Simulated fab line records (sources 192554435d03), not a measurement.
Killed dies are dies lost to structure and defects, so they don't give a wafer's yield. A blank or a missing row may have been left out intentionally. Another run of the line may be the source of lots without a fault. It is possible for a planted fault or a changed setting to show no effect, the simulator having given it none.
fab line records + flow n5_finfet
record:
- lots: 10
- wafers: 27
- last_day: 20
route steps=1938 shown BEOL_M6@1209 PASSIVATION@1936
lots that met no fault: from a run of the same line without faults
start_h: hours from the record's opening day to when the first of the lot's shown wafers began + wait_h: hours since the lot's step before + " the same as in the row above + L1.1+2: several wafers, shown together as one row + - either no value or no given start + * or withheld: withheld + < > ~ a bound
route shown NAME@n: names a module that has steps shown in the file, with the first one's number in the route + usual: mean and standard deviation over wafers with no fault + same: alike in all rows + chamber/n: place in a boat + sites: the reading at each site + _std_site: standard deviation of those values + _edge_site: mean of outer sites minus mean of inner sites + radius_mm: how far each site lies from the wafer's centre + mask NAME#n: copy n + behind: the most recent tool/chamber to have shaped the wafer + hold: cause of the lot's hold/its duration in hours/its outcome + device: whichever transistor did not switch (one of n, p or np) + end of line: tests of these same wafers at the route's end + a step without rows: its recipe alone + killed: the dies lost at the first sort to structure and to defects; this is not the yield of the wafer + map: the dies of a wafer, with x for killed, . for not killed, _ for no die there
set.NAME: the setting as run; set.NAME@STEP: as run at that earlier step + model.NAME: the simulator's own value behind a step, which no gauge read
the route's steps for a sample of lots (tables are steps, rows are wafers)
services: a tool's chamber out of use, with start hour (start_h, from the record's first day; less than 0 if before it), hours out, and reason
== steps ==
step: N5_BEOL_M6_INSPECT_13
recipe:
- mode: adi
- inspect_instrument: brightfield
usual:
- raw_defect_count: 416/100
| lot.wafer | tool              | chamber | start_h | wait_h | raw_defect_count |
|-----------|-------------------|---------|---------|--------|------------------|
| L570.3    | defect_inspect-01 | -       | 272.04  | 0.0    | 342              |
| L570.5    | "                 | -       | "       | "      | 292              |
| L570.6    | "                 | -       | "       | "      | 365              |
| L574.1    | defect_inspect-02 | -       | 280.64  | 0.0    | 303              |
| L574.2    | "                 | -       | "       | "      | 374              |
| L574.5    | "                 | -       | "       | "      | 468              |
| L572.2    | defect_inspect-02 | -       | 291.90  | 0.0    | 402              |
| L572.3    | "                 | -       | "       | "      | 388              |
| L572.4    | "                 | -       | "       | "      | 399              |
| L576.2    | defect_inspect-02 | -       | 301.06  | 0.0    | 356              |
| L576.3    | "                 | -       | "       | "      | 562              |
| L576.4    | "                 | -       | "       | "      | 715              |
| L577.2    | defect_inspect-02 | -       | 326.39  | 0.0    | 382              |
| L577.4    | "                 | -       | "       | "      | 407              |
| L581.3    | defect_inspect-01 | -       | 331.36  | 0.0    | 274              |
| L581.6    | "                 | -       | "       | "      | 377              |
| L583.2    | defect_inspect-01 | -       | 359.93  | 0.0    | 281              |
| L583.4    | "                 | -       | "       | "      | 368              |
| L586.1    | defect_inspect-01 | -       | 366.44  | 0.0    | 306              |
| L586.5    | "                 | -       | "       | "      | 378              |
| L586.6    | "                 | -       | "       | "      | 350              |
| L587.2    | defect_inspect-02 | -       | 366.61  | 0.0    | 367              |
| L587.3    | "                 | -       | "       | "      | 309              |
| L587.4    | "                 | -       | "       | "      | 302              |
| L590.1    | defect_inspect-01 | -       | 390.74  | 0.0    | 429              |
| L590.2    | "                 | -       | "       | "      | 417              |
| L590.4    | "                 | -       | "       | "      | 463              |
step: N5_BEOL_M6_STRIP_67
recipe:
- chemistry: CF4
- resist: SiARC
- power_w: 300
- bias_power_w: 75
- pressure_mtorr: 50
- cf4_flow_sccm: 150
- rf_frequency_hz: 6e+07
usual:
- bias_power_w: 74.97/0.24
- cf4_flow_sccm: 150.0/0.43
- drypump_motor_current_A: 5.6/0.52
- oes_product_au: 0.80/0.082
- rf_vpp_V: 271.0/1.3
- showerhead_plenum_p_Torr: 1.79/0.042
- throttle_valve_pct: 13.40/0.19
| lot.wafer | tool        | chamber | start_h | wait_h | bias_power_w | cf4_flow_sccm | drypump_motor_current_A | oes_product_au | rf_hours_counter_h | rf_vpp_V | showerhead_plenum_p_Torr | throttle_valve_pct |
|-----------|-------------|---------|---------|--------|--------------|---------------|-------------------------|----------------|--------------------|----------|--------------------------|--------------------|
| L570.3    | rie_diel-05 | 1       | 272.31  | 0.0    | 75.07        | 149.7         | 6.4                     | 0.83           | 64                 | 271.9    | 1.76                     | 13.27              |
| L570.5    | "           | 1       | "       | "      | 74.98        | 149.5         | 6.4                     | 0.84           | -                  | 271.2    | 1.76                     | 13.27              |
| L570.6    | "           | 0       | "       | "      | 75.04        | 150.5         | 5.3                     | 0.77           | -                  | 270.8    | 1.82                     | 13.60              |
| L574.1    | rie_diel-04 | 0       | 281.07  | 0.0    | 75.15        | 149.2         | 5.8                     | 0.98           | 3                  | 270.6    | 1.76                     | 13.10              |
| L574.2    | "           | 1       | "       | "      | 75.29        | 150.1         | 6.4                     | 0.84           | 68                 | 270.0    | 1.81                     | 13.53              |
| L574.5    | "           | 0       | "       | "      | 74.87        | 148.7         | 5.7                     | 0.97           | -                  | 268.8    | 1.76                     | 13.10              |
| L572.2    | rie_diel-01 | 3       | 292.17  | 0.0    | 75.15        | 149.6         | 5.6                     | 0.80           | 101                | 269.7    | 1.75                     | 13.36              |
| L572.3    | "           | 2       | "       | "      | 74.81        | 150.1         | 5.2                     | 0.91           | 14                 | 273.9    | 1.91                     | 13.07              |
| L572.4    | "           | 1       | "       | "      | 74.97        | 149.4         | 5.1                     | 0.71           | 205                | 272.8    | 1.83                     | 13.56              |
| L576.2    | rie_diel-05 | 3       | 301.33  | 0.0    | 74.85        | 150.7         | 5.2                     | 0.87           | 56                 | 271.1    | 1.76                     | 13.42              |
| L576.3    | "           | 1       | "       | "      | 75.14        | 150.8         | 6.4                     | 0.82           | 72                 | 268.4    | 1.76                     | 13.29              |
| L576.4    | "           | 2       | "       | "      | 74.78        | 150.0         | 5.4                     | 0.74           | 177                | 270.8    | 1.79                     | 13.37              |
| L577.2    | rie_diel-01 | 2       | 326.77  | 0.0    | 74.93        | 150.5         | 5.2                     | 0.89           | 26                 | 272.4    | 1.90                     | 13.08              |
| L577.4    | "           | 0       | "       | "      | 74.93        | 150.0         | 5.5                     | 0.68           | 243                | 270.3    | 1.77                     | 13.78              |
| L581.3    | rie_diel-04 | 3       | 331.94  | 0.0    | 75.21        | 150.1         | 6.6                     | 0.95           | 3                  | 271.0    | 1.84                     | 13.13              |
| L581.6    | "           | 3       | "       | "      | 74.94        | 149.3         | 6.6                     | 0.95           | -                  | 271.7    | 1.84                     | 13.12              |
| L583.2    | rie_diel-01 | 2       | 360.26  | 0.0    | 74.99        | 150.0         | 5.3                     | 0.86           | 40                 | 275.2    | 1.90                     | 13.12              |
| L583.4    | "           | 1       | "       | "      | 74.94        | 150.5         | 5.0                     | 0.69           | -                  | 271.9    | 1.82                     | 13.62              |
| L586.1    | rie_diel-04 | 1       | 366.72  | 0.0    | 75.28        | 150.3         | 6.4                     | 0.80           | 102                | 273.0    | 1.80                     | 13.61              |
| L586.5    | "           | 0       | "       | "      | 74.89        | 149.9         | 5.8                     | 0.88           | -                  | 270.2    | 1.75                     | 13.19              |
| L586.6    | "           | 3       | "       | "      | 75.26        | 150.6         | 6.6                     | 0.90           | -                  | 273.4    | 1.83                     | 13.15              |
| L587.2    | rie_diel-05 | 0       | 366.95  | 0.0    | 75.18        | 150.6         | 5.3                     | 0.74           | 162                | 270.9    | 1.81                     | 13.68              |
| L587.3    | "           | 3       | "       | "      | 75.48        | 150.3         | 5.2                     | 0.85           | 79                 | 267.9    | 1.76                     | 13.46              |
| L587.4    | "           | 2       | "       | "      | 74.94        | 149.5         | 5.4                     | 0.72           | 200                | 271.5    | 1.78                     | 13.44              |
| L590.1    | rie_diel-01 | 0       | 391.02  | 0.0    | 75.22        | 149.5         | 5.5                     | 0.96           | 8                  | 271.3    | 1.76                     | 13.24              |
| L590.2    | "           | 2       | "       | "      | 74.51        | 149.5         | 5.2                     | 0.85           | 52                 | 272.8    | 1.90                     | 13.15              |
| L590.4    | "           | 3       | "       | "      | 75.11        | 150.3         | 5.6                     | 0.77           | 139                | 268.1    | 1.74                     | 13.45              |
step: N5_BEOL_M6_STRIP_19
recipe:
- chemistry: O2
- power_w: 400
- temp_c: 40
- pressure_mtorr: 30
- rf_frequency_hz: 6e+07
- bias_power_w: 0
- overash_fraction: 0.2
- o2_flow_sccm: 225
usual:
- drypump_motor_current_A: 5.6/0.55
- oes_product_au: 0.79/0.08
- rf_vpp_V: 3.7/0.61
- showerhead_plenum_p_Torr: 2.08/0.057
- throttle_valve_pct: 16.43/0.17
same:
- bias_power_w: 0
| lot.wafer | tool        | chamber | start_h | wait_h | drypump_motor_current_A | oes_product_au | rf_hours_counter_h | rf_vpp_V | showerhead_plenum_p_Torr | throttle_valve_pct |
|-----------|-------------|---------|---------|--------|-------------------------|----------------|--------------------|----------|--------------------------|--------------------|
| L570.3    | rie_diel-04 | 0       | 272.46  | 0.1    | 5.8                     | 0.99           | 0                  | 3.7      | 2.06                     | 16.19              |
| L570.5    | "           | 3       | "       | "      | 6.6                     | 0.68           | -                  | 4.7      | 2.17                     | 16.66              |
| L570.6    | "           | 2       | "       | "      | 4.9                     | 0.71           | -                  | 3.1      | 2.07                     | 16.29              |
| L574.1    | rie_diel-05 | 1       | 281.24  | 0.1    | 6.4                     | 0.82           | 66                 | 3.4      | 2.03                     | 16.26              |
| L574.2    | "           | 2       | "       | "      | 5.4                     | 0.73           | 170                | 3.9      | 2.08                     | 16.33              |
| L574.5    | "           | 3       | "       | "      | 5.3                     | 0.86           | -                  | 3.9      | 2.04                     | 16.40              |
| L572.2    | rie_diel-05 | 0       | 292.32  | 0.1    | 5.3                     | 0.77           | 137                | 3.2      | 2.09                     | 16.56              |
| L572.3    | "           | 3       | "       | "      | 5.2                     | 0.86           | 54                 | 3.1      | 2.04                     | 16.39              |
| L572.4    | "           | 2       | "       | "      | 5.4                     | 0.74           | 174                | 3.2      | 2.08                     | 16.34              |
| L576.2    | rie_diel-04 | 3       | 301.49  | 0.1    | 6.5                     | 0.69           | 250                | 3.9      | 2.16                     | 16.69              |
| L576.3    | "           | 0       | "       | "      | 5.7                     | 0.94           | 10                 | 3.4      | 2.06                     | 16.21              |
| L576.4    | "           | 1       | "       | "      | 6.3                     | 0.83           | 76                 | 5.1      | 2.10                     | 16.62              |
| L577.2    | rie_diel-04 | 1       | 326.92  | 0.1    | 6.4                     | 0.81           | 88                 | 4.4      | 2.09                     | 16.61              |
| L577.4    | "           | 3       | "       | "      | 6.5                     | 0.98           | 1                  | 4.6      | 2.16                     | 16.32              |
| L581.3    | rie_diel-05 | 1       | 332.12  | 0.1    | 6.4                     | 0.81           | 85                 | 3.5      | 2.02                     | 16.30              |
| L581.6    | "           | 3       | "       | "      | 5.3                     | 0.85           | -                  | 3.0      | 2.03                     | 16.42              |
| L583.2    | rie_diel-04 | 1       | 360.41  | 0.1    | 6.3                     | 0.80           | 100                | 2.7      | 2.09                     | 16.64              |
| L583.4    | "           | 2       | "       | "      | 4.9                     | 0.69           | 211                | 3.7      | 2.06                     | 16.34              |
| L586.1    | rie_diel-05 | 2       | 366.97  | 0.2    | 5.4                     | 0.71           | 200                | 4.3      | 2.07                     | 16.36              |
| L586.5    | "           | 0       | "       | "      | 5.2                     | 0.75           | -                  | 3.6      | 2.08                     | 16.62              |
| L586.6    | "           | 1       | "       | "      | 6.4                     | 0.79           | -                  | 3.4      | 2.02                     | 16.31              |
| L587.2    | rie_diel-05 | 2       | 367.27  | 0.3    | 5.4                     | 0.71           | 200                | 3.7      | 2.07                     | 16.39              |
| L587.3    | "           | 3       | "       | "      | 5.3                     | 0.84           | 79                 | 3.3      | 2.03                     | 16.45              |
| L587.4    | "           | 1       | "       | "      | 6.4                     | 0.80           | 97                 | 2.0      | 2.02                     | 16.31              |
| L590.1    | rie_diel-01 | 0       | 391.17  | 0.1    | 5.5                     | 0.96           | 8                  | 4.3      | 2.07                     | 16.42              |
| L590.2    | "           | 1       | "       | "      | 5.0                     | 0.67           | 242                | 3.1      | 2.16                     | 16.83              |
| L590.4    | "           | 2       | "       | "      | 5.2                     | 0.83           | 52                 | 3.7      | 2.24                     | 16.35              |
step: N5_BEOL_M6_ETCH_65
recipe:
- chemistry: CF4
- target: SiARC
- target_depth_a: 156
- mask_material: CAR-EUV
- time_s: 26
- ion_energy_ev: 80
- pressure_mtorr: 40
- source_w: 545
- bias_w: 36
- Ar_flow_sccm: 100
- cf4_flow_sccm: 100
- ends: cleared
usual:
- cf4_flow_sccm: 99.98/0.28
- drypump_motor_current_A: 5.7/0.56
- etch_rf_on_time_s: 26.3/0.78
- oes_product_au: 0.68/0.067
- rf_vpp_V: 184.0/0.98
- showerhead_plenum_p_Torr: 2.14/0.048
- throttle_valve_pct: 15.42/0.16
| lot.wafer | tool        | chamber | start_h | wait_h | cf4_flow_sccm | drypump_motor_current_A | etch_rf_on_time_s | oes_product_au | rf_hours_counter_h | rf_vpp_V | showerhead_plenum_p_Torr | throttle_valve_pct |
|-----------|-------------|---------|---------|--------|---------------|-------------------------|-------------------|----------------|--------------------|----------|--------------------------|--------------------|
| L570.3    | rie_diel-05 | 0       | 274.09  | 0.0    | 100.15        | 5.2                     | 26.9              | 0.64           | 131                | 184.5    | 2.16                     | 15.60              |
| L570.5    | "           | 1       | "       | "      | 99.71         | 6.4                     | 27.2              | 0.70           | -                  | 182.7    | 2.10                     | 15.33              |
| L570.6    | "           | 2       | "       | "      | 100.11        | 5.4                     | 25.9              | 0.63           | -                  | 183.6    | 2.15                     | 15.41              |
| L574.1    | rie_diel-01 | 1       | 282.53  | 0.0    | 99.74         | 5.1                     | 26.3              | 0.61           | 202                | 182.8    | 2.20                     | 15.58              |
| L574.2    | "           | 3       | "       | "      | 99.85         | 5.6                     | 26.0              | 0.68           | 97                 | 184.3    | 2.08                     | 15.34              |
| L574.5    | "           | 1       | "       | "      | 100.11        | 5.1                     | 26.5              | 0.61           | -                  | 184.4    | 2.20                     | 15.58              |
| L572.2    | rie_diel-05 | 0       | 293.36  | 0.0    | 100.25        | 5.2                     | 27.1              | 0.65           | 137                | 183.1    | 2.16                     | 15.61              |
| L572.3    | "           | 3       | "       | "      | 99.97         | 5.2                     | 26.9              | 0.74           | 54                 | 183.9    | 2.10                     | 15.41              |
| L572.4    | "           | 1       | "       | "      | 99.90         | 6.4                     | 27.2              | 0.68           | 70                 | 183.2    | 2.10                     | 15.34              |
| L576.2    | rie_diel-05 | 3       | 303.06  | 0.0    | 99.93         | 5.2                     | 26.9              | 0.74           | 56                 | 183.3    | 2.10                     | 15.42              |
| L576.3    | "           | 0       | "       | "      | 99.79         | 5.3                     | 26.8              | 0.65           | 139                | 183.1    | 2.16                     | 15.61              |
| L576.4    | "           | 1       | "       | "      | 99.71         | 6.4                     | 27.1              | 0.69           | 72                 | 182.9    | 2.10                     | 15.35              |
| L577.2    | rie_diel-05 | 3       | 328.50  | 0.0    | 99.98         | 5.2                     | 45.1              | 0.55           | 65                 | 182.3    | 2.09                     | 15.43              |
| L577.4    | "           | 0       | "       | "      | 100.04        | 5.3                     | 26.7              | 0.63           | 149                | 184.6    | 2.15                     | 15.62              |
| L581.3    | rie_diel-05 | 0       | 334.85  | 0.0    | 100.19        | 5.3                     | 26.9              | 0.63           | 152                | 183.7    | 2.15                     | 15.63              |
| L581.6    | "           | 1       | "       | "      | 100.01        | 6.4                     | 45.8              | 0.53           | -                  | 184.3    | 2.09                     | 15.36              |
| L583.2    | rie_diel-05 | 3       | 362.83  | 0.0    | 100.19        | 5.2                     | 45.4              | 0.55           | 78                 | 183.5    | 2.09                     | 15.46              |
| L583.4    | "           | 2       | "       | "      | 99.55         | 5.4                     | 25.9              | 0.61           | 199                | 183.4    | 2.14                     | 15.46              |
| L586.1    | rie_diel-04 | 3       | 367.54  | 0.0    | 99.94         | 6.5                     | 25.2              | 0.78           | 17                 | 184.0    | 2.18                     | 15.17              |
| L586.5    | "           | 1       | "       | "      | 100.06        | 6.3                     | 26.1              | 0.68           | -                  | 183.2    | 2.15                     | 15.69              |
| L586.6    | "           | 0       | "       | "      | 99.80         | 5.8                     | 25.7              | 0.76           | -                  | 184.2    | 2.11                     | 15.27              |
| L587.2    | rie_diel-04 | 0       | 367.93  | 0.0    | 99.66         | 5.8                     | 25.5              | 0.76           | 38                 | 183.8    | 2.11                     | 15.26              |
| L587.3    | "           | 1       | "       | "      | 100.55        | 6.4                     | 26.0              | 0.68           | 103                | 185.3    | 2.15                     | 15.67              |
| L587.4    | "           | 3       | "       | "      | 100.31        | 6.6                     | 25.3              | 0.78           | -                  | 183.5    | 2.18                     | 15.15              |
| L590.1    | rie_diel-04 | 1       | 391.90  | 0.0    | 99.71         | 6.3                     | 26.0              | 0.67           | 111                | 183.8    | 2.15                     | 15.70              |
| L590.2    | "           | 0       | "       | "      | 99.99         | 5.7                     | 25.8              | 0.74           | 46                 | 183.6    | 2.10                     | 15.29              |
| L590.4    | "           | 2       | "       | "      | 100.08        | 4.9                     | 27.8              | 0.57           | 218                | 183.6    | 2.11                     | 15.35              |
step: N5_PASSIVATION_PROBE_49
usual:
- defect_limited_yield: 91.4/1.4
- killed_at_M0_to_M3: 34/9.1
- killed_at_M4_up: 14/5.2
- killed_at_contacts: 12/6.4
- killed_at_front_end: 38/11
- killed_at_other: 3.7/2.8
- killed_dies: 102/17
- killed_on_rim: 14/3.9
- killed_open: 68/13
- killed_short: 32/7.8
- sort_bin_5_function: 5.1/1
- sort_bin_6_memory: 3.2/0.66
- sort_n_pass: 1076/19
- sort_yield_pct: 91.2/1.6
same:
- gross_dies: 1180
- killed_at_back_side: 0
- sort_bin_4_leakage[%]: 0
- sort_bin_8_speed[%]: 0
| lot.wafer | tool      | chamber | start_h | wait_h | defect_limited_yield[%] | killed_at_M0_to_M3 | killed_at_M4_up | killed_at_contacts | killed_at_front_end | killed_at_other | killed_dies | killed_on_rim | killed_open | killed_short | sort_bin_5_function[%] | sort_bin_6_memory[%] | sort_n_pass | sort_yield_pct[%] |
|-----------|-----------|---------|---------|--------|-------------------------|--------------------|-----------------|--------------------|---------------------|-----------------|-------------|---------------|-------------|--------------|------------------------|----------------------|-------------|-------------------|
| L581.3    | prober-01 | -       | 426.42  | 0.1    | 91.1                    | 26                 | 21              | 3                  | 53                  | 2               | 105         | 12            | 65          | 37           | 5.2                    | 3.3                  | 1075        | 91.1              |
| L581.6    | prober-01 | -       | 426.57  | 0.3    | 91.4                    | 20                 | 15              | 5                  | 51                  | 10              | 101         | 10            | 60          | 39           | 4.7                    | 3.2                  | 1079        | 91.4              |
killed by level:class
L581.3 FIN_SAQP:geometric_particle:open=12 FIN_SAQP:geometric_particle:short=11 STI_FIN_REVEAL:geometric_particle:open=9 BEOL_M4:geometric_particle:open=7 BEOL_M0_SAQP:geometric_particle:short=7 BEOL_M0_SAQP:geometric_particle:open=7 STI_FIN_REVEAL:geometric_particle:short=5 STARTING-WAFER:geometric_particle:open=5
L581.6 FIN_SAQP:geometric_particle:open=17 FIN_SAQP:geometric_particle:short=16 BEOL_M0_SAQP:geometric_particle:short=6 GATE_CUT:geometric_particle:short=5 MOL_CONTACT_COAG:geometric_particle:open=5 BEOL_M4:geometric_particle:open=5 BEOL_M1:geometric_particle:open=4 BEOL_M8:geometric_particle:open=3
== services ==
| tool        | chamber | start_h | hours | kind                          |
|-------------|---------|---------|-------|-------------------------------|
| rie_diel-04 | 0       | 249.99  | -     | clean                         |
| rie_diel-04 | 0       | 249.99  | -     | consumable_replace:focus_ring |
| rie_diel-04 | 0       | 249.99  | 21.8  | scheduled_down                |
| rie_diel-04 | 0       | 249.99  | 21.8  | vent_cycle                    |
| rie_diel-04 | 3       | 304.27  | -     | clean                         |
| rie_diel-04 | 3       | 304.27  | -     | consumable_replace:focus_ring |
| rie_diel-04 | 3       | 304.27  | 19.4  | scheduled_down                |
| rie_diel-04 | 3       | 304.27  | 19.4  | vent_cycle                    |
| rie_diel-01 | 0       | 346.66  | -     | clean                         |
| rie_diel-01 | 0       | 346.66  | -     | consumable_replace:focus_ring |
| rie_diel-04 | 2       | 364.60  | 12.6  | repair                        |
== key ==
first_sign:
- step: N5_BEOL_M6_ETCH_65
- reading: etch_rf_on_time_s
- direction: up
- sigmas: 25
- usual: *
- struck: *
effect:
- step: N5_BEOL_M6_ETCH_65
- reading: oes_product_au
- direction: down
- sigmas: 2.1
- usual: 0.68
- struck: 0.54
met_at N5_BEOL_M6_ETCH_65
struck_lots L577,L581,L583
struck_wafers L577.2,L581.6,L583.2
not_acting_at N5_BEOL_M6_INSPECT_13,N5_BEOL_M6_STRIP_67,N5_BEOL_M6_STRIP_19
onset_between 303.06 328.50
fault:
- kind: process_parameter_drift
- tool: rie_diel-05
- chamber: -
- onset_h: 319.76
- steps: N5_BEOL_M6_ETCH_65
- channel: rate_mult
- offset: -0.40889
- shape: step
- end_h: 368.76
- scope: struck_wafers_only
